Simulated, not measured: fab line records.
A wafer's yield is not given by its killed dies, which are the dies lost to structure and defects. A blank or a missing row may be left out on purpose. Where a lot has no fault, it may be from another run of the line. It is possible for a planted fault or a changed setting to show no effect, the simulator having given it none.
fab line records ; flow n5_finfet ; part 1 of 2: steps 1 to 4 of 6
[record] lots = 22; wafers = 66; last_day = 20
route steps=1938 shown WELL_APT@31 FIN_CUT@168 STI_FIN_REVEAL@196
lots that met no fault: taken from a fault-free run of the same line
start_h: hours from the record's first day to the start of the lot's first wafer shown ; wait_h: hours since the lot's step before ; " the same as in the row above ; L1.1+2: a row that stands for several wafers ; - value missing, or start not given ; * or withheld: withheld ; < > ~ a bound
route shown NAME@n: names a module that has steps shown in the file, with the first one's number in the route ; usual: mean and standard deviation over wafers with no fault ; same: alike in all rows ; chamber/n: place in a boat ; sites: per-site readings ; _std_site: how widely they spread, as a standard deviation ; _edge_site: mean of outer sites minus mean of inner sites ; radius_mm: for every site, how far away it sits from the centre of the wafer ; mask NAME#n: copy n ; behind: the last tool/chamber to shape the wafer ; hold: reason for holding the lot/hours on hold/outcome of the hold ; device: transistor that didn't switch, given as n, p or np ; end of line: at the end of the route, the tests of the same wafers ; a step with no rows: only its recipe ; killed: not the wafer's yield, but the dies lost to structure and defects at the first sort ; map: a wafer's dies, marking killed ones x, the rest . and places with no die _
set.NAME: the run value of the setting; set.NAME@STEP: its run value at that earlier step ; model.NAME: the simulator's own value behind a step, which no gauge read
steps of the route over a sample of lots; a table a step, a row a wafer
services: a tool's chamber out of use, with start hour (start_h, from the record's first day; less than 0 if before it), hours out, and reason
[[steps]]
[step N5_WELL_APT_DESCUM_13]
[recipe] chemistry = O2; time_s = 7.9; source_power_w = 50; bias_power_w = 20; pressure_mtorr = 20; rf_frequency_hz = 2.712e+07; temp_c = 40; o2_flow_sccm = 225
[usual] drypump_motor_current_A = 5.8/0.42; oes_product_au = 0.81/0.069; rf_vpp_V = 243.7/1.3; showerhead_plenum_p_Torr = 2.12/0.067; throttle_valve_pct = 20.43/0.22
lot.wafer;tool;chamber;start_h;wait_h;drypump_motor_current_A;oes_product_au;rf_hours_counter_h;rf_vpp_V;showerhead_plenum_p_Torr;throttle_valve_pct
L074.2;rie_diel-04;0;13.77;0.0;6.4;0.72;214;241.2;1.98;20.56
L074.5;rie_diel-04;3;13.77;0.0;6.5;0.80;-;244.9;2.20;20.15
L074.6;rie_diel-04;0;13.77;0.0;6.4;0.72;-;241.3;1.98;20.55
L075.2;rie_diel-04;1;21.34;0.1;5.3;0.88;39;244.1;2.12;20.02
L075.3;rie_diel-04;0;21.34;0.1;6.4;0.72;215;241.8;1.98;20.56
L075.4;rie_diel-04;2;21.34;0.1;5.4;0.76;146;244.1;2.18;20.85
L076.1;rie_diel-06;3;26.43;0.0;5.9;0.81;93;243.5;2.12;20.39
L076.2;rie_diel-06;1;26.43;0.0;5.7;0.93;19;243.9;2.14;20.39
L076.4;rie_diel-06;0;26.43;0.0;6.0;0.78;134;243.1;2.10;20.57
L077.1;rie_diel-01;1;31.64;0.0;5.8;0.89;35;242.1;2.14;20.32
L077.2;rie_diel-01;2;31.64;0.0;6.3;0.95;12;244.0;2.05;20.46
L077.5;rie_diel-01;1;31.64;0.0;5.7;0.90;-;243.2;2.14;20.32
L078.1;rie_diel-01;1;37.78;0.0;5.8;0.89;38;241.8;2.14;20.32
L078.3;rie_diel-01;0;37.78;0.0;5.7;0.92;24;244.8;2.22;20.41
L078.5;rie_diel-01;3;37.78;0.0;5.6;0.82;-;242.7;2.11;20.46
L079.3;rie_diel-01;0;43.68;0.0;5.7;0.92;26;245.2;2.22;20.43
L079.5;rie_diel-01;0;43.68;0.0;5.7;0.92;-;244.6;2.22;20.42
L079.6;rie_diel-01;3;43.68;0.0;5.5;0.81;-;243.0;2.11;20.48
L080.3;rie_diel-01;1;49.74;0.1;5.8;0.89;42;243.9;2.13;20.33
L080.5;rie_diel-01;0;49.74;0.1;5.7;0.92;-;247.4;2.22;20.41
L080.6;rie_diel-01;1;49.74;0.1;5.8;0.89;-;244.4;2.13;20.34
L083.1;rie_diel-06;3;69.09;0.5;5.9;0.78;110;245.7;2.12;20.43
L083.4;rie_diel-06;1;69.09;0.5;5.8;0.88;35;244.5;2.13;20.40
L083.6;rie_diel-06;2;69.09;0.5;5.1;0.76;-;244.9;2.19;20.29
L084.1;rie_diel-06;1;73.90;0.0;5.7;0.88;36;243.9;2.13;20.42
L084.2;rie_diel-06;3;73.90;0.0;5.9;0.79;111;244.3;2.11;20.41
L084.4;rie_diel-06;2;73.90;0.0;5.1;0.76;143;245.5;2.19;20.29
L085.2;rie_diel-04;1;79.79;0.0;5.3;0.85;59;243.3;2.12;20.05
L085.3;rie_diel-04;3;79.79;0.0;6.5;0.78;150;245.1;2.19;20.19
L085.6;rie_diel-04;0;79.79;0.0;6.4;0.70;-;241.2;1.97;20.60
L086.1;rie_diel-04;1;86.20;0.2;5.3;0.85;61;243.3;2.11;20.05
L086.4;rie_diel-04;3;86.20;0.2;6.5;0.78;152;245.3;2.19;20.20
L086.6;rie_diel-04;0;86.20;0.2;6.4;0.71;-;242.4;1.97;20.60
L087.2;rie_diel-06;1;91.92;0.0;5.7;0.87;42;243.9;2.13;20.43
L087.3;rie_diel-06;2;91.92;0.0;5.1;0.76;148;246.6;2.19;20.31
L087.5;rie_diel-06;1;91.92;0.0;5.8;0.89;-;243.0;2.13;20.42
L088.2;rie_diel-04;0;97.75;0.1;6.4;0.69;241;240.0;1.97;20.61
L088.4;rie_diel-04;3;97.75;0.1;6.5;0.77;156;244.7;2.19;20.21
L088.5;rie_diel-04;3;97.75;0.1;6.5;0.77;-;245.4;2.19;20.20
L089.2;rie_diel-04;0;103.89;0.0;6.4;0.70;243;241.4;1.97;20.60
L089.4;rie_diel-04;3;103.89;0.0;6.5;0.77;158;245.6;2.19;20.22
L089.5;rie_diel-04;1;103.89;0.0;5.3;0.84;-;242.1;2.11;20.06
L090.1;rie_diel-04;2;110.06;0.1;5.4;0.73;177;243.3;2.17;20.90
L090.4;rie_diel-04;0;110.06;0.1;6.4;0.70;246;240.6;1.97;20.62
L090.5;rie_diel-04;1;110.06;0.1;5.3;0.84;-;243.6;2.11;20.04
L091.1;rie_diel-06;2;115.99;0.3;5.1;0.75;157;244.7;2.19;20.32
L091.4;rie_diel-06;1;115.99;0.3;5.7;0.86;50;244.8;2.13;20.42
L091.6;rie_diel-06;0;115.99;0.3;6.0;0.75;-;243.5;2.08;20.61
L092.1;rie_diel-01;0;122.06;0.0;5.7;0.88;54;245.5;2.21;20.48
L092.2;rie_diel-01;3;122.06;0.0;5.6;0.79;119;241.8;2.10;20.50
L092.5;rie_diel-01;0;122.06;0.0;5.7;0.87;-;245.4;2.21;20.46
L093.1;rie_diel-04;3;127.91;0.1;6.5;0.76;168;242.3;2.18;20.21
L093.3;rie_diel-04;1;127.91;0.1;5.3;0.84;75;241.6;2.11;20.07
L093.5;rie_diel-04;2;127.91;0.1;5.5;0.72;-;243.9;2.17;20.92
L094.1;rie_diel-06;2;133.86;0.0;5.1;0.74;162;244.6;2.19;20.32
L094.4;rie_diel-06;0;133.86;0.0;6.0;0.74;173;241.2;2.08;20.61
L094.5;rie_diel-06;2;133.86;0.0;5.0;0.74;-;244.1;2.19;20.32
L095.1;rie_diel-01;2;140.07;0.2;6.2;0.87;54;242.7;2.04;20.52
L095.2;rie_diel-01;1;140.07;0.2;5.7;0.83;77;242.7;2.12;20.39
L095.4;rie_diel-01;3;140.07;0.2;5.6;0.77;126;242.4;2.10;20.50
L096.1;rie_diel-06;0;145.94;0.0;6.0;0.74;177;243.2;2.08;20.63
L096.2;rie_diel-06;3;145.94;0.0;5.9;0.76;136;244.5;2.11;20.45
L096.3;rie_diel-06;1;145.94;0.0;5.8;0.84;60;242.7;2.12;20.45
L097.4;rie_diel-01;1;151.93;0.0;5.8;0.83;80;243.1;2.12;20.38
L097.5;rie_diel-01;2;151.93;0.0;6.3;0.86;-;242.7;2.03;20.51
L097.6;rie_diel-01;3;151.93;0.0;5.6;0.78;-;242.6;2.10;20.53
[step N5_FIN_CUT_ETCH_20]
[recipe] chemistry = CF4; target = SiARC; target_depth_a = 260; mask_material = CAR-EUV; time_s = 43.3; ion_energy_ev = 80; pressure_mtorr = 40; source_w = 545; bias_w = 36; Ar_flow_sccm = 100; cf4_flow_sccm = 100; ends = cleared
[usual] drypump_motor_current_A = 5.7/0.41; etch_rf_on_time_s = 43.3/0.72; oes_product_au = 0.66/0.072; rf_vpp_V = 184.1/1; showerhead_plenum_p_Torr = 2.14/0.063; throttle_valve_pct = 15.66/0.21
lot.wafer;tool;chamber;start_h;wait_h;drypump_motor_current_A;etch_rf_on_time_s;oes_product_au;rf_hours_counter_h;rf_vpp_V;showerhead_plenum_p_Torr;throttle_valve_pct
L074.2;rie_diel-02;1;28.05;0.0;5.6;43.3;0.67;117;183.7;2.06;15.72
L074.5;rie_diel-02;2;28.05;0.0;6.1;42.5;0.81;-;184.2;2.10;15.49
L074.6;rie_diel-02;3;28.05;0.0;5.9;41.9;0.66;-;184.6;2.07;15.49
L075.2;rie_diel-05;3;35.30;0.0;6.3;43.1;0.69;117;184.3;2.15;15.82
L075.3;rie_diel-05;2;35.30;0.0;6.2;43.4;0.59;226;182.1;2.12;15.96
L075.4;rie_diel-05;2;35.30;0.0;6.2;43.1;0.59;-;184.3;2.12;15.96
L076.1;rie_diel-03;3;40.03;0.0;5.5;44.5;0.63;133;185.4;2.23;15.66
L076.2;rie_diel-03;2;40.03;0.0;5.7;44.1;0.62;166;183.4;2.06;15.71
L076.4;rie_diel-03;0;40.03;0.0;5.9;43.8;0.74;50;185.9;2.26;15.53
L077.1;rie_diel-05;0;44.85;0.0;5.8;44.9;0.61;176;184.3;2.14;15.44
L077.2;rie_diel-05;1;44.85;0.0;5.4;43.1;0.86;1;184.9;2.19;15.19
L077.5;rie_diel-05;2;44.85;0.0;6.2;43.5;0.58;-;182.9;2.12;15.95
L078.1;rie_diel-05;1;51.45;0.0;5.3;43.4;0.84;3;184.6;2.19;15.19
L078.3;rie_diel-05;2;51.45;0.0;6.2;43.4;0.59;231;184.2;2.12;15.96
L078.5;rie_diel-05;1;51.45;0.0;5.3;43.3;0.83;-;183.4;2.19;15.20
L079.3;rie_diel-03;1;57.06;0.0;5.8;43.4;0.65;143;184.2;2.15;15.86
L079.5;rie_diel-03;3;57.06;0.0;5.5;44.5;0.62;-;184.9;2.23;15.67
L079.6;rie_diel-03;0;57.06;0.0;5.9;42.8;0.73;-;184.1;2.26;15.56
L080.3;rie_diel-02;3;62.28;0.0;5.9;42.5;0.66;143;183.3;2.06;15.52
L080.5;rie_diel-02;0;62.28;0.0;4.8;43.6;0.60;-;184.7;2.20;15.90
L080.6;rie_diel-02;3;62.28;0.0;5.9;42.3;0.66;-;182.6;2.06;15.52
L083.1;rie_diel-02;3;82.89;0.0;5.9;42.5;0.66;149;183.0;2.06;15.52
L083.4;rie_diel-02;1;82.89;0.0;5.6;43.7;0.66;134;183.0;2.06;15.76
L083.6;rie_diel-02;0;82.89;0.0;4.8;43.9;0.59;-;184.0;2.20;15.91
L084.1;rie_diel-05;2;86.68;0.0;6.2;43.0;0.59;243;184.3;2.11;15.99
L084.2;rie_diel-05;0;86.68;0.0;5.8;45.2;0.60;189;183.4;2.13;15.46
L084.4;rie_diel-05;1;86.68;0.0;5.4;43.5;0.80;15;185.1;2.18;15.22
L085.2;rie_diel-03;1;93.33;0.0;5.7;43.7;0.63;154;183.8;2.14;15.87
L085.3;rie_diel-03;2;93.33;0.0;5.7;43.5;0.61;177;182.9;2.05;15.73
L085.6;rie_diel-03;2;93.33;0.0;5.7;43.3;0.62;-;183.4;2.05;15.72
L086.1;rie_diel-05;0;103.55;0.0;5.8;44.9;0.59;195;182.7;2.13;15.46
L086.4;rie_diel-05;1;103.55;0.0;5.4;43.6;0.79;-;183.8;2.18;15.24
L086.6;rie_diel-05;0;103.55;0.0;5.8;44.7;0.60;-;184.2;2.13;15.46
L087.2;rie_diel-02;3;105.77;0.0;5.9;42.4;0.65;157;182.6;2.06;15.53
L087.3;rie_diel-02;1;105.77;0.0;5.6;43.5;0.65;142;184.4;2.06;15.78
L087.5;rie_diel-02;2;105.77;0.0;6.0;42.7;0.76;-;183.7;2.10;15.55
L088.2;rie_diel-02;0;110.40;0.0;4.8;44.1;0.59;232;185.6;2.20;15.92
L088.4;rie_diel-02;0;110.40;0.0;4.8;44.1;0.58;-;184.0;2.20;15.93
L088.5;rie_diel-02;0;110.40;0.0;4.8;44.1;0.59;-;184.9;2.20;15.92
L089.2;rie_diel-03;2;116.87;0.0;5.7;43.7;0.61;185;182.5;2.05;15.75
L089.4;rie_diel-03;3;116.87;0.0;5.5;44.0;0.62;-;185.2;2.22;15.71
L089.5;rie_diel-03;2;116.87;0.0;5.7;43.2;0.61;-;183.1;2.05;15.72
L090.1;rie_diel-05;3;122.85;0.0;6.3;42.7;0.66;137;184.8;2.14;15.85
L090.4;rie_diel-05;0;122.85;0.0;5.8;45.1;0.59;-;184.3;2.13;15.49
L090.5;rie_diel-05;1;122.85;0.0;5.4;43.3;0.78;-;186.2;2.18;15.26
L091.1;rie_diel-05;3;128.67;0.0;6.4;42.6;0.65;140;184.6;2.14;15.88
L091.4;rie_diel-05;3;128.67;0.0;6.3;42.6;0.67;-;185.0;2.14;15.86
L091.6;rie_diel-05;1;128.67;0.0;5.3;43.4;0.78;-;185.1;2.18;15.27
L092.1;rie_diel-05;3;135.46;0.0;6.4;42.9;0.66;142;183.5;2.14;15.87
L092.2;rie_diel-05;0;135.46;0.0;5.8;44.8;0.60;206;182.8;2.13;15.50
L092.5;rie_diel-05;1;135.46;0.0;5.3;42.8;0.78;-;185.9;2.18;15.26
L093.1;rie_diel-02;0;142.85;0.0;4.8;43.8;0.58;244;186.2;2.19;15.94
L093.3;rie_diel-02;2;142.85;0.0;6.0;42.9;0.74;53;183.7;2.09;15.56
L093.5;rie_diel-02;2;142.85;0.0;6.0;43.1;0.75;-;183.1;2.09;15.59
L094.1;rie_diel-03;0;167.02;0.0;6.0;42.4;0.70;91;185.3;2.25;15.63
L094.4;rie_diel-03;2;167.02;0.0;5.7;42.8;0.61;204;183.6;2.05;15.78
L094.5;rie_diel-03;0;167.02;0.0;6.0;42.6;0.71;-;183.5;2.25;15.62
L095.1;rie_diel-02;1;169.33;0.0;5.6;43.6;0.64;153;184.4;2.05;15.77
L095.2;rie_diel-02;3;169.33;0.0;5.9;42.3;0.64;174;184.2;2.05;15.56
L095.4;rie_diel-02;2;169.33;0.0;6.0;42.3;0.74;57;184.3;2.09;15.55
L096.1;rie_diel-02;0;169.90;0.0;4.8;43.4;0.58;248;184.5;2.19;15.95
L096.2;rie_diel-02;1;169.90;0.0;5.6;43.4;0.64;153;182.7;2.05;15.79
L096.3;rie_diel-02;3;169.90;0.0;5.9;42.4;0.63;174;183.4;2.05;15.59
L097.4;rie_diel-03;0;170.28;0.0;5.9;42.7;0.70;92;184.0;2.25;15.63
L097.5;rie_diel-03;3;170.28;0.0;5.5;43.9;0.60;-;184.3;2.22;15.75
L097.6;rie_diel-03;2;170.28;0.0;5.7;43.5;0.60;-;182.8;2.05;15.76
[step N5_FIN_CUT_CUT_ETCH_27]
[recipe] chemistry = CHF3/O2; target = SiO2; target_depth_a = 40; mask_material = SOC; overetch_a = 20; time_s = 4.9; pressure_mtorr = 30; source_w = 650; bias_w = 170; Ar_flow_sccm = 200; CHF3_flow_sccm = 50; O2_flow_sccm = 5; ion_energy_ev = 200
[usual] O2_flow_sccm = 5.002/0.017; drypump_motor_current_A = 5.7/0.41; oes_product_au = 0.61/0.063; rf_vpp_V = 523/4.4; showerhead_plenum_p_Torr = 2.41/0.072; throttle_valve_pct = 18.90/0.2
lot.wafer;tool;chamber;start_h;wait_h;O2_flow_sccm;drypump_motor_current_A;oes_product_au;rf_hours_counter_h;rf_vpp_V;showerhead_plenum_p_Torr;throttle_valve_pct
L074.2;rie_diel-02;1;28.48;0.0;4.996;5.6;0.63;117;519;2.32;18.97
L074.5;rie_diel-02;2;28.48;0.0;4.996;6.1;0.74;-;525;2.37;18.78
L074.6;rie_diel-02;3;28.48;0.0;5.025;5.9;0.61;-;515;2.32;18.67
L075.2;rie_diel-05;3;35.72;0.0;5.005;6.4;0.62;117;529;2.42;19.10
L075.3;rie_diel-05;2;35.72;0.0;4.994;6.2;0.55;226;526;2.38;19.14
L075.4;rie_diel-05;2;35.72;0.0;4.978;6.2;0.55;-;525;2.38;19.12
L076.1;rie_diel-03;3;40.46;0.0;4.992;5.5;0.59;133;528;2.52;18.94
L076.2;rie_diel-03;1;40.46;0.0;4.980;5.8;0.60;137;519;2.42;19.12
L076.4;rie_diel-03;1;40.46;0.0;5.012;5.8;0.60;-;521;2.42;19.14
L077.1;rie_diel-05;0;45.27;0.0;5.003;5.8;0.57;176;524;2.40;18.63
L077.2;rie_diel-05;1;45.27;0.0;4.992;5.3;0.80;1;529;2.47;18.52
L077.5;rie_diel-05;2;45.27;0.0;5.014;6.2;0.54;-;528;2.38;19.12
L078.1;rie_diel-05;1;51.88;0.0;5.037;5.3;0.78;3;528;2.47;18.51
L078.3;rie_diel-05;2;51.88;0.0;4.997;6.2;0.55;231;525;2.38;19.14
L078.5;rie_diel-05;1;51.88;0.0;5.024;5.4;0.77;-;527;2.47;18.52
L079.3;rie_diel-03;1;57.49;0.0;4.996;5.7;0.60;143;521;2.42;19.14
L079.5;rie_diel-03;3;57.49;0.0;5.004;5.5;0.59;-;527;2.52;18.92
L079.6;rie_diel-03;0;57.49;0.0;4.999;5.9;0.68;-;525;2.54;18.77
L080.3;rie_diel-02;3;62.70;0.0;5.001;5.9;0.60;143;514;2.32;18.70
L080.5;rie_diel-02;0;62.70;0.0;5.005;4.8;0.56;-;524;2.47;19.08
L080.6;rie_diel-02;3;62.70;0.0;4.998;5.9;0.60;-;513;2.32;18.70
L083.1;rie_diel-02;3;83.32;0.0;4.981;5.9;0.59;150;515;2.31;18.70
L083.4;rie_diel-02;1;83.32;0.0;4.991;5.6;0.62;134;519;2.32;19.01
L083.6;rie_diel-02;0;83.32;0.0;4.991;4.8;0.56;-;523;2.47;19.08
L084.1;rie_diel-05;2;87.11;0.0;5.002;6.2;0.54;243;525;2.38;19.16
L084.2;rie_diel-05;0;87.11;0.0;4.995;5.8;0.56;189;522;2.40;18.65
L084.4;rie_diel-05;1;87.11;0.0;5.007;5.4;0.74;15;528;2.47;18.54
L085.2;rie_diel-03;1;93.76;0.0;5.005;5.8;0.59;154;519;2.42;19.14
L085.3;rie_diel-03;2;93.76;0.0;4.997;5.7;0.57;178;525;2.32;18.96
L085.6;rie_diel-03;2;93.76;0.0;4.989;5.7;0.57;-;525;2.32;18.95
L086.1;rie_diel-05;0;103.97;0.0;4.990;5.8;0.56;196;524;2.39;18.66
L086.4;rie_diel-05;1;103.97;0.0;5.001;5.4;0.73;-;528;2.46;18.54
L086.6;rie_diel-05;0;103.97;0.0;5.004;5.8;0.56;-;521;2.39;18.66
L087.2;rie_diel-02;3;106.20;0.0;4.972;5.9;0.59;158;513;2.31;18.72
L087.3;rie_diel-02;1;106.20;0.0;5.017;5.6;0.60;142;519;2.31;19.02
L087.5;rie_diel-02;2;106.20;0.0;4.973;6.1;0.71;-;525;2.36;18.80
L088.2;rie_diel-02;0;111.04;0.0;5.019;4.8;0.55;233;523;2.47;19.09
L088.4;rie_diel-02;0;111.04;0.0;5.036;4.8;0.55;-;524;2.47;19.09
L088.5;rie_diel-02;0;111.04;0.0;5.001;4.8;0.55;-;522;2.47;19.12
L089.2;rie_diel-03;2;117.30;0.0;4.992;5.7;0.56;185;525;2.31;18.95
L089.4;rie_diel-03;3;117.30;0.0;5.019;5.5;0.57;-;527;2.51;18.95
L089.5;rie_diel-03;2;117.30;0.0;5.011;5.7;0.57;-;526;2.31;18.96
L090.1;rie_diel-05;3;123.28;0.0;5.000;6.4;0.61;138;529;2.41;19.14
L090.4;rie_diel-05;0;123.28;0.0;5.018;5.9;0.56;-;521;2.39;18.68
L090.5;rie_diel-05;1;123.28;0.0;5.004;5.4;0.72;-;529;2.46;18.56
L091.1;rie_diel-05;3;129.09;0.0;4.980;6.4;0.61;140;528;2.41;19.13
L091.4;rie_diel-05;3;129.09;0.0;4.989;6.3;0.61;-;529;2.41;19.12
L091.6;rie_diel-05;1;129.09;0.0;4.998;5.4;0.72;-;529;2.46;18.55
L092.1;rie_diel-05;3;135.89;0.0;5.014;6.4;0.61;142;528;2.41;19.13
L092.2;rie_diel-05;0;135.89;0.0;5.023;5.8;0.56;206;522;2.39;18.69
L092.5;rie_diel-05;1;135.89;0.0;5.001;5.3;0.71;-;529;2.46;18.56
L093.1;rie_diel-02;0;143.28;0.0;4.990;4.8;0.54;244;524;2.46;19.11
L093.3;rie_diel-02;2;143.28;0.0;5.045;6.0;0.69;53;523;2.36;18.83
L093.5;rie_diel-02;2;143.28;0.0;5.034;6.0;0.68;-;525;2.36;18.83
L094.1;rie_diel-03;0;167.45;0.0;4.999;5.9;0.64;91;525;2.52;18.83
L094.4;rie_diel-03;2;167.45;0.0;5.011;5.7;0.56;204;526;2.31;19.01
L094.5;rie_diel-03;0;167.45;0.0;5.014;5.9;0.65;-;525;2.52;18.83
L095.1;rie_diel-02;1;169.75;0.0;5.003;5.6;0.61;153;519;2.31;19.03
L095.2;rie_diel-02;3;169.75;0.0;5.018;5.9;0.58;174;513;2.31;18.73
L095.4;rie_diel-02;2;169.75;0.0;5.012;6.1;0.68;57;525;2.36;18.84
L096.1;rie_diel-02;0;170.32;0.0;5.017;4.8;0.55;248;522;2.46;19.12
L096.2;rie_diel-02;1;170.32;0.0;5.010;5.6;0.60;154;519;2.31;19.03
L096.3;rie_diel-02;3;170.32;0.0;4.981;5.9;0.58;174;514;2.30;18.73
L097.4;rie_diel-03;0;170.70;0.0;5.009;5.9;0.64;92;526;2.52;18.84
L097.5;rie_diel-03;3;170.70;0.0;5.003;5.5;0.56;-;528;2.50;19.00
L097.6;rie_diel-03;2;170.70;0.0;5.003;5.6;0.56;-;523;2.31;19.00
[step N5_FIN_CUT_PRECLEAN_35]
[recipe] time_s = 13.3; temp_c = 45; pressure_torr = 125; p_hf_torr = 3; p_coreactant_torr = 25; chemistry = vHF
[usual] drypump_motor_current_A = 5.89/0.18
lot.wafer;tool;chamber;start_h;wait_h;drypump_motor_current_A
L074.2;vapor_etch-02;1;28.55;0.0;5.93
L074.5;vapor_etch-02;0;28.55;0.0;5.67
L074.6;vapor_etch-02;1;28.55;0.0;5.95
L075.2;vapor_etch-02;1;35.79;0.0;5.96
L075.3;vapor_etch-02;0;35.79;0.0;5.66
L075.4;vapor_etch-02;1;35.79;0.0;5.95
L076.1;vapor_etch-02;1;40.53;0.0;5.96
L076.2;vapor_etch-02;0;40.53;0.0;5.65
L076.4;vapor_etch-02;1;40.53;0.0;5.97
L077.1;vapor_etch-01;1;45.34;0.0;5.91
L077.2;vapor_etch-01;0;45.34;0.0;6.19
L077.5;vapor_etch-01;1;45.34;0.0;5.92
L078.1;vapor_etch-02;0;51.95;0.0;5.67
L078.3;vapor_etch-02;1;51.95;0.0;5.94
L078.5;vapor_etch-02;0;51.95;0.0;5.67
L079.3;vapor_etch-02;0;57.57;0.1;5.66
L079.5;vapor_etch-02;0;57.57;0.1;5.67
L079.6;vapor_etch-02;1;57.57;0.1;5.95
L080.3;vapor_etch-02;0;62.79;0.1;5.67
L080.5;vapor_etch-02;0;62.79;0.1;5.67
L080.6;vapor_etch-02;1;62.79;0.1;5.97
L083.1;vapor_etch-01;0;83.38;0.0;6.18
L083.4;vapor_etch-01;0;83.38;0.0;6.13
L083.6;vapor_etch-01;1;83.38;0.0;5.91
L084.1;vapor_etch-01;1;87.18;0.1;5.88
L084.2;vapor_etch-01;0;87.18;0.1;6.15
L084.4;vapor_etch-01;1;87.18;0.1;5.89
L085.2;vapor_etch-02;1;93.83;0.0;5.95
L085.3;vapor_etch-02;1;93.83;0.0;5.95
L085.6;vapor_etch-02;1;93.83;0.0;5.95
L086.1;vapor_etch-02;1;104.04;0.0;5.99
L086.4;vapor_etch-02;1;104.04;0.0;5.96
L086.6;vapor_etch-02;0;104.04;0.0;5.66
L087.2;vapor_etch-02;1;106.27;0.0;5.97
L087.3;vapor_etch-02;1;106.27;0.0;5.97
L087.5;vapor_etch-02;1;106.27;0.0;5.98
L088.2;vapor_etch-02;0;111.13;0.1;5.67
L088.4;vapor_etch-02;0;111.13;0.1;5.67
L088.5;vapor_etch-02;0;111.13;0.1;5.67
L089.2;vapor_etch-01;1;117.37;0.0;5.92
L089.4;vapor_etch-01;0;117.37;0.0;6.16
L089.5;vapor_etch-01;1;117.37;0.0;5.89
L090.1;vapor_etch-02;1;123.35;0.0;5.94
L090.4;vapor_etch-02;1;123.35;0.0;5.97
L090.5;vapor_etch-02;0;123.35;0.0;5.65
L091.1;vapor_etch-01;1;129.16;0.0;5.89
L091.4;vapor_etch-01;1;129.16;0.0;5.90
L091.6;vapor_etch-01;1;129.16;0.0;5.94
L092.1;vapor_etch-02;1;135.96;0.0;5.96
L092.2;vapor_etch-02;0;135.96;0.0;5.66
L092.5;vapor_etch-02;0;135.96;0.0;5.67
L093.1;vapor_etch-01;1;143.35;0.0;5.87
L093.3;vapor_etch-01;1;143.35;0.0;5.89
L093.5;vapor_etch-01;0;143.35;0.0;6.16
L094.1;vapor_etch-02;1;167.52;0.0;5.97
L094.4;vapor_etch-02;1;167.52;0.0;5.96
L094.5;vapor_etch-02;0;167.52;0.0;5.66
L095.1;vapor_etch-02;0;169.82;0.0;5.67
L095.2;vapor_etch-02;1;169.82;0.0;5.97
L095.4;vapor_etch-02;0;169.82;0.0;5.66
L096.1;vapor_etch-01;1;170.39;0.0;5.89
L096.2;vapor_etch-01;0;170.39;0.0;6.15
L096.3;vapor_etch-01;0;170.39;0.0;6.14
L097.4;vapor_etch-01;1;170.79;0.1;5.88
L097.5;vapor_etch-01;1;170.79;0.1;5.87
L097.6;vapor_etch-01;0;170.79;0.1;6.17
